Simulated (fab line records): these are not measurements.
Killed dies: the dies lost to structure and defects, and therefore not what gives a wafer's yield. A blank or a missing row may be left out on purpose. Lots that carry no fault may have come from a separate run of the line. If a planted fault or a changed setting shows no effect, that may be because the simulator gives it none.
Which tool is to blame?	flow n5_finfet	72 wafers from 24 lots sampled at 6 of the route's 1938 steps

WHAT THE GAUGES READ, wafer by wafer
N5_STI_FIN_REVEAL_INSPECT_13: inspects for defects (darkfield). Usual: raw_defect_count reads 12 (standard deviation 6.1).
lot	measured	on	raw_defect_count	flag
L074	day 2 14:39	defect_inspect-01	8 20 8	
L075	day 2 20:27	defect_inspect-02	12 4 44	
L076	day 3 00:52	defect_inspect-02	13 24 18	
L077	day 3 07:26	defect_inspect-01	14 21 16	
L078	day 3 14:13	defect_inspect-02	20 5 13	
L079	day 3 19:19	defect_inspect-01	8 4 11	
L080	day 4 01:32	defect_inspect-02	11 13 10	
L081	day 4 07:01	defect_inspect-01	6 9 10	
L082	day 4 14:50	defect_inspect-01	13 16 8	
L083	day 4 19:43	defect_inspect-02	14 12 5	
L084	day 5 02:32	defect_inspect-02	25 12 29	
L085	day 5 09:55	defect_inspect-01	13 11 11	
L086	day 5 18:38	defect_inspect-02	7 10 14	
L087	day 5 21:10	defect_inspect-02	26 15 15	
L088	day 6 00:06	defect_inspect-02	10 8 6	
L089	day 6 06:30	defect_inspect-01	19 10 29	
L090	day 6 12:52	defect_inspect-01	9 18 7	
L091	day 6 18:54	defect_inspect-02	9 9 9	
L092	day 6 23:50	defect_inspect-02	4 17 5	
L093	day 7 06:04	defect_inspect-01	4 8 9	
L094	day 7 13:52	defect_inspect-02	15 7 8	
L095	day 7 18:22	defect_inspect-01	6 5 7	
L096	day 8 01:07	defect_inspect-01	22 16 15	
L097	day 8 06:56	defect_inspect-01	13 5 17	

N5_DUMMY_GATE_INSPECT_17: inspects for defects (brightfield). Usual: raw_defect_count reads 202 (standard deviation 54).
lot	measured	on	raw_defect_count	flag
L074	day 2 23:13	defect_inspect-01	174 121 181	
L075	day 3 05:01	defect_inspect-02	151 119 119	
L076	day 3 11:31	defect_inspect-02	179 336 267	
L077	day 3 16:09	defect_inspect-01	191 115 138	
L078	day 3 22:47	defect_inspect-01	224 150 201	
L079	day 4 04:10	defect_inspect-01	270 291 237	
L080	day 4 10:05	defect_inspect-01	215 260 206	
L081	day 4 15:46	defect_inspect-01	178 134 132	
L082	day 5 00:33	defect_inspect-01	193 262 220	
L083	day 5 08:09	defect_inspect-01	275 227 321	
L084	day 5 12:23	defect_inspect-01	189 134 152	
L085	day 5 18:50	defect_inspect-02	157 194 208	
L086	day 6 03:20	defect_inspect-02	182 181 287	
L087	day 6 07:07	defect_inspect-02	177 194 226	
L088	day 6 09:22	defect_inspect-02	241 180 130	
L089	day 6 15:04	defect_inspect-01	152 201 163	
L090	day 6 21:53	defect_inspect-02	183 227 202	
L091	day 7 03:37	defect_inspect-01	196 199 151	
L092	day 7 08:49	defect_inspect-01	193 250 210	
L093	day 7 14:42	defect_inspect-02	167 181 233	
L094	day 7 22:28	defect_inspect-01	166 140 168	
L095	day 8 03:19	defect_inspect-02	202 209 201	
L096	day 8 09:50	defect_inspect-01	190 267 233	
L097	day 8 15:33	defect_inspect-02	369 226 224	

WHAT TOOL EACH LOT RAN ON (gives the tool, then ch and the chambers of the sampled wafers, and finally the start)
lot	N5_PMOS_HMC_CHANNEL_EPI_HM_DEP_34	N5_STI_FIN_REVEAL_ALD_14	N5_STI_FIN_REVEAL_OXIDATION_31	N5_DUMMY_GATE_ALD_02
L074	pecvd-01 ch 0,1, day 1 17:28	ald_sin-02 ch 0,2,3, day 2 05:16	plasma_asher-02 ch 0,1, day 2 14:01	ald_sin-02 ch 1,2,3, day 2 14:45
L075	pecvd-01 ch 0,1, day 1 23:47	ald_sin-02 ch 1,2,3, day 2 11:26	plasma_asher-01 ch 0,1, day 2 19:49	ald_sin-02 ch 1,2,3, day 2 20:32
L076	pecvd-04 ch 0,1, day 2 04:58	ald_sin-02 ch 0,1,2, day 2 15:38	plasma_asher-02 ch 0,1, day 3 00:13	ald_sin-01 ch 0,3, day 3 00:57
L077	pecvd-03 ch 0,1, day 2 11:19	ald_sin-01 ch 1,2, day 2 22:02	plasma_asher-02 ch 0,1, day 3 06:47	ald_sin-02 ch 1,2,3, day 3 07:31
L078	pecvd-03 ch 0,2, day 2 17:13	ald_sin-01 ch 0,2, day 3 05:23	plasma_asher-01 ch 1, day 3 13:35	ald_sin-02 ch 0,3, day 3 14:19
L079	pecvd-04 ch 0,1, day 2 22:58	ald_sin-02 ch 1,2, day 3 10:35	plasma_asher-01 ch 0,1, day 3 18:41	ald_sin-01 ch 0,1,3, day 3 19:27
L080	pecvd-03 ch 0,2, day 3 04:50	ald_sin-01 ch 0,1,3, day 3 16:44	plasma_asher-02 ch 0,1, day 4 00:53	ald_sin-04 ch 1,2,3, day 4 01:37
L081	pecvd-01 ch 0,1,2, day 3 11:02	ald_sin-02 ch 0,1,3, day 3 22:15	plasma_asher-01 ch 0,1, day 4 06:23	ald_sin-02 ch 0,1,3, day 4 07:10
L082	pecvd-03 ch 1,2, day 3 17:55	ald_sin-01 ch 1,2, day 4 05:51	plasma_asher-01 ch 0,1, day 4 14:11	ald_sin-01 ch 0,2, day 4 16:01
L083	pecvd-04 ch 0,2, day 3 22:54	ald_sin-02 ch 1,2,3, day 4 10:59	plasma_asher-02 ch 0,1, day 4 19:03	ald_sin-01 ch 0,1,3, day 4 21:50
L084	pecvd-03 ch 0,1,2, day 4 04:53	ald_sin-01 ch 0,1,3, day 4 17:12	plasma_asher-01 ch 0,1, day 5 01:50	ald_sin-02 ch 2,3, day 5 03:35
L085	pecvd-01 ch 0,2, day 4 10:36	ald_sin-03 ch 0,3, day 5 01:17	plasma_asher-02 ch 0,1, day 5 09:17	ald_sin-01 ch 1,3, day 5 10:14
L086	pecvd-04 ch 1,2, day 4 17:26	ald_sin-02 ch 0,1,2, day 5 09:51	plasma_asher-02 ch 0,1, day 5 17:59	ald_sin-02 ch 0,2,3, day 5 18:44
L087	pecvd-03 ch 0,1,2, day 4 22:59	ald_sin-03 ch 1,2,3, day 5 12:32	plasma_asher-02 ch 0,1, day 5 20:31	ald_sin-01 ch 1,3, day 5 21:15
L088	pecvd-03 ch 0,1,2, day 5 05:21	ald_sin-03 ch 0,1,3, day 5 15:28	plasma_asher-02 ch 0,1, day 5 23:28	ald_sin-01 ch 1,2, day 6 00:11
L089	pecvd-04 ch 0,1,2, day 5 11:05	ald_sin-03 ch 0,1,3, day 5 21:53	plasma_asher-01 ch 0,1, day 6 05:52	ald_sin-02 ch 1,2, day 6 06:36
L090	pecvd-01 ch 0,1, day 5 17:01	ald_sin-01 ch 0,1,2, day 6 04:06	plasma_asher-02 ch 0, day 6 12:13	ald_sin-04 ch 1,3, day 6 13:17
L091	pecvd-01 ch 0,2, day 5 22:37	ald_sin-03 ch 0,2,3, day 6 10:10	plasma_asher-02 ch 0,1, day 6 18:16	ald_sin-01 ch 0,2,3, day 6 19:00
L092	pecvd-04 ch 0,1,2, day 6 04:35	ald_sin-01 ch 1,2,3, day 6 15:11	plasma_asher-01 ch 0,1, day 6 23:12	ald_sin-02 ch 2,3, day 7 00:13
L093	pecvd-03 ch 0,1, day 6 10:47	ald_sin-03 ch 1,2,3, day 6 21:26	plasma_asher-01 ch 0,1, day 7 05:26	ald_sin-02 ch 2,3, day 7 06:11
L094	pecvd-03 ch 1,2, day 6 16:56	ald_sin-03 ch 2,3, day 7 04:28	plasma_asher-02 ch 0,1, day 7 13:05	ald_sin-02 ch 1,2,3, day 7 13:57
L095	pecvd-04 ch 1,2, day 6 22:41	ald_sin-03 ch 0,1,3, day 7 09:38	plasma_asher-01 ch 0,1, day 7 17:44	ald_sin-02 ch 1,2,3, day 7 18:48
L096	pecvd-01 ch 0,1,2, day 7 04:45	ald_sin-01 ch 0,1,3, day 7 16:16	plasma_asher-01 ch 0,1, day 8 00:29	ald_sin-01 ch 0,1,2, day 8 01:13
L097	pecvd-01 ch 0,1,2, day 7 10:54	ald_sin-01 ch 1,3, day 7 22:08	plasma_asher-01 ch 0,1, day 8 06:18	ald_sin-04 ch 1,3, day 8 07:02
- N5_PMOS_HMC_CHANNEL_EPI_HM_DEP_34: deposits SiO2 from TEOS/O2, target thk 36 nm, time 6.9 s.
- N5_STI_FIN_REVEAL_ALD_14: deposits Si3N4, target thk 3 nm.
- N5_STI_FIN_REVEAL_OXIDATION_31: chemistry O2 PLASMA REMOTE, time 20 s.
- N5_DUMMY_GATE_ALD_02: deposits SiO2, target thk 2 nm, pulse time 1 s.

AS READ BY THE TOOLS THEMSELVES (means over the sampled wafers that have a number; for cases with no such wafer, the mark the record gives instead)
N5_PMOS_HMC_CHANNEL_EPI_HM_DEP_34. Usual: heater_power_w 599 W, standard deviation 130; rf_fwd_power_W 888 W, standard deviation 4.6; showerhead_plenum_p_Torr 8.35 Torr, standard deviation 0.037; throttle_valve_pct 18.8 %, standard deviation 0.74.
lot	tool	heater_power_w (W)	rf_fwd_power_W (W)	showerhead_plenum_p_Torr (Torr)	throttle_valve_pct (%)	flag
L074	pecvd-01	640	888	8.36	18.9	
L075	pecvd-01	642	885	8.35	19.1	
L076	pecvd-04	688	888	8.34	18.4	
L077	pecvd-03	623	894	8.35	19.5	
L078	pecvd-03	420	889	8.30	18.8	
L079	pecvd-04	676	882	8.34	19.1	
L080	pecvd-03	369	891	8.30	18.8	
L081	pecvd-01	618	888	8.38	18.6	
L082	pecvd-03	568	890	8.36	19.1	
L083	pecvd-04	611	888	8.38	17.3	
L084	pecvd-03	468	887	8.32	19.1	
L085	pecvd-01	580	891	8.35	18.5	
L086	pecvd-04	664	888	8.35	18.9	
L087	pecvd-03	494	890	8.33	19.1	
L088	pecvd-03	511	892	8.33	19.1	
L089	pecvd-04	700	887	8.36	18.3	
L090	pecvd-01	655	886	8.35	19.1	
L091	pecvd-01	605	887	8.37	18.4	
L092	pecvd-04	705	885	8.36	18.3	
L093	pecvd-03	511	893	8.32	19.6	
L094	pecvd-03	529	890	8.34	19.2	
L095	pecvd-04	737	882	8.35	19.0	
L096	pecvd-01	626	888	8.37	18.7	
L097	pecvd-01	671	887	8.36	18.7	

N5_STI_FIN_REVEAL_ALD_14. Usual: heater_power_w reads 833 W (standard deviation 71).
lot	tool	heater_power_w (W)	flag
L074	ald_sin-02	848	
L075	ald_sin-02	832	
L076	ald_sin-02	820	
L077	ald_sin-01	759	
L078	ald_sin-01	839	
L079	ald_sin-02	856	
L080	ald_sin-01	883	
L081	ald_sin-02	809	
L082	ald_sin-01	747	
L083	ald_sin-02	841	
L084	ald_sin-01	884	
L085	ald_sin-03	832	
L086	ald_sin-02	819	
L087	ald_sin-03	778	
L088	ald_sin-03	857	
L089	ald_sin-03	858	
L090	ald_sin-01	825	
L091	ald_sin-03	823	
L092	ald_sin-01	815	
L093	ald_sin-03	801	
L094	ald_sin-03	772	
L095	ald_sin-03	857	
L096	ald_sin-01	872	
L097	ald_sin-01	853	

N5_STI_FIN_REVEAL_OXIDATION_31. Usual: drypump_motor_current_A 5.9 A, standard deviation 0.69; heater_power_w 149 W, standard deviation 8.4; rf_fwd_power_W 1984 W, standard deviation 6.8; temp_c_max 150.78, standard deviation 0.24.
lot	tool	drypump_motor_current_A (A)	heater_power_w (W)	rf_fwd_power_W (W)	temp_c_max	flag
L074	plasma_asher-02	6.4	153	1985	150.75	
L075	plasma_asher-01	5.7	143	1981	150.84	
L076	plasma_asher-02	6.1	155	1981	151.11	
L077	plasma_asher-02	6.4	150	1989	150.77	
L078	plasma_asher-01	4.9	145	1985	150.88	
L079	plasma_asher-01	5.3	144	1991	150.55	
L080	plasma_asher-02	6.4	150	1992	150.82	
L081	plasma_asher-01	5.7	147	1971	150.76	
L082	plasma_asher-01	5.7	145	1988	150.78	
L083	plasma_asher-02	6.4	154	1992	150.72	
L084	plasma_asher-01	5.7	144	1981	150.49	
L085	plasma_asher-02	6.0	156	1987	150.97	
L086	plasma_asher-02	6.4	152	1981	150.73	
L087	plasma_asher-02	6.4	152	1984	150.67	
L088	plasma_asher-02	6.1	160	1986	151.00	
L089	plasma_asher-01	5.7	145	1988	150.85	
L090	plasma_asher-02	6.8	142	1995	150.58	
L091	plasma_asher-02	6.4	151	1985	150.76	
L092	plasma_asher-01	5.7	144	1986	150.87	
L093	plasma_asher-01	5.3	142	1988	150.70	
L094	plasma_asher-02	6.1	155	1983	151.11	
L095	plasma_asher-01	5.7	143	1981	150.68	
L096	plasma_asher-01	5.3	146	1985	150.78	
L097	plasma_asher-01	5.7	145	1984	150.65	

N5_DUMMY_GATE_ALD_02. Usual: heater_power_w 472 W, standard deviation 35; precursor_pulse_height_rel 1.000, standard deviation 0.019.
lot	tool	heater_power_w (W)	precursor_pulse_height_rel	flag
L074	ald_sin-02	474	0.993	
L075	ald_sin-02	475	1.005	
L076	ald_sin-01	505	0.982	
L077	ald_sin-02	473	1.006	
L078	ald_sin-02	482	0.986	
L079	ald_sin-01	495	1.011	
L080	ald_sin-04	475	1.012	
L081	ald_sin-02	452	1.008	
L082	ald_sin-01	472	1.014	
L083	ald_sin-01	496	1.003	
L084	ald_sin-02	493	1.012	
L085	ald_sin-01	505	0.982	
L086	ald_sin-02	478	0.994	
L087	ald_sin-01	475	1.013	
L088	ald_sin-01	422	1.000	
L089	ald_sin-02	473	1.016	
L090	ald_sin-04	461	0.989	
L091	ald_sin-01	482	0.996	
L092	ald_sin-02	492	0.985	
L093	ald_sin-02	494	1.004	
L094	ald_sin-02	477	0.997	
L095	ald_sin-02	468	0.995	
L096	ald_sin-01	455	1.010	
L097	ald_sin-04	457	1.006	

THE ANSWER, worked out from the rows above alone
Rule: a lot is off if the mean of its wafers that have a number lies more than 3 standard deviations from the usual mean. Also off: a lot with no number at a reading for which 4 or more lots have one. Where the step has rows for the other lots, those lots are counted as sound. The gauges are gone through in route order, then the tools' own readings, and for those a lot's mean is taken as printed above. The first step at which some lot is off is used, and at that step the reading that is off furthest; a lot without a number counts as furthest.
No lot is off at any reading shown: from this, nothing can be told.

WHAT THE SIMULATOR PUT IN
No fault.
